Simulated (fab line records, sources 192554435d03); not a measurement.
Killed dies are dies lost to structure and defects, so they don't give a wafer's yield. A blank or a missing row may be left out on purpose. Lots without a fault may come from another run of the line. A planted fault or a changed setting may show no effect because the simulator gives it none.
2 desks, one fault ; flow n5 finfet ; every desk sees just its own numbers, and what lay behind them comes last

== AT THE TOOL OWNER'S DESK: krf scanner-01 ==
The tool's own readings at N5_PASSIVATION_EXPOSE_07 (exposes mask TV, defocus 0 nm, target cd 3000 nm): means of the sampled wafers that have a number, for each lot that ran on this tool. Any lot whose mean is over 4 standard deviations away from the usual mean is out of limits and marked OUT; that distance is given in the brackets.
Columns: A = exposure dose mJ cm2 at N5_PASSIVATION_EXPOSE_07, usual 22.754
lot;first seen here;A
L389;day 12 08:20;22.764
L387;day 12 08:22;22.726
L394;day 13 21:01;22.757
L402;day 16 04:11;23.283 (+25) OUT
L403;day 16 11:01;23.329 (+27) OUT
This desk's verdict: out of limits on L402, L403, starting with L402 at day 16 04:11 (exposure dose mJ cm2 at N5_PASSIVATION_EXPOSE_07). Within limits: L389, L387, L394.

== THE DEFECT DESK ==
For each lot, the counts of the inspections along the route, averaged over the sampled wafers that have a number. Any lot whose mean is over 4 standard deviations away from the usual mean is out of limits and marked OUT; that distance is given in the brackets.
Columns: A = raw defect count at N5_PASSIVATION_INSPECT_61, usual 2.2
lot;first seen here;A
L389;day 12 08:34;2.0
L387;day 12 08:35;1.7
L393;day 12 20:07;2.5
L392;day 12 22:15;2.0
L396;day 13 16:01;2.0
L394;day 13 21:14;1.7
L402;day 16 04:25;3.0
L403;day 16 11:14;2.7
L404;day 16 11:24;1.3
L406;day 16 12:42;2.0
L405;day 17 03:50;4.3
This desk's verdict: no lot among the 11 shows anything out of limits.

== BROUGHT TOGETHER ==
At day 16 04:11, on L402, L403, the tool owner's desk was in a position to raise an alarm.
Nothing the defect desk looked at was out of limits.
The defect desk has L402, L403 on record, within its limits.
N5_PASSIVATION_EXPOSE_07 was run on krf scanner-01 by each of the lots named.

== WHAT THE SIMULATOR HAD INSERTED ==
Drift in process parameters on krf scanner-01 at N5_PASSIVATION_EXPOSE_07, starting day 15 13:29. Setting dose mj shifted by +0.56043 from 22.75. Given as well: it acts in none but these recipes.
Lots struck among those shown: L402, L403.
Delay in hours, fault start to first out-of-limits reading, by desk: the tool owner's desk at 15.
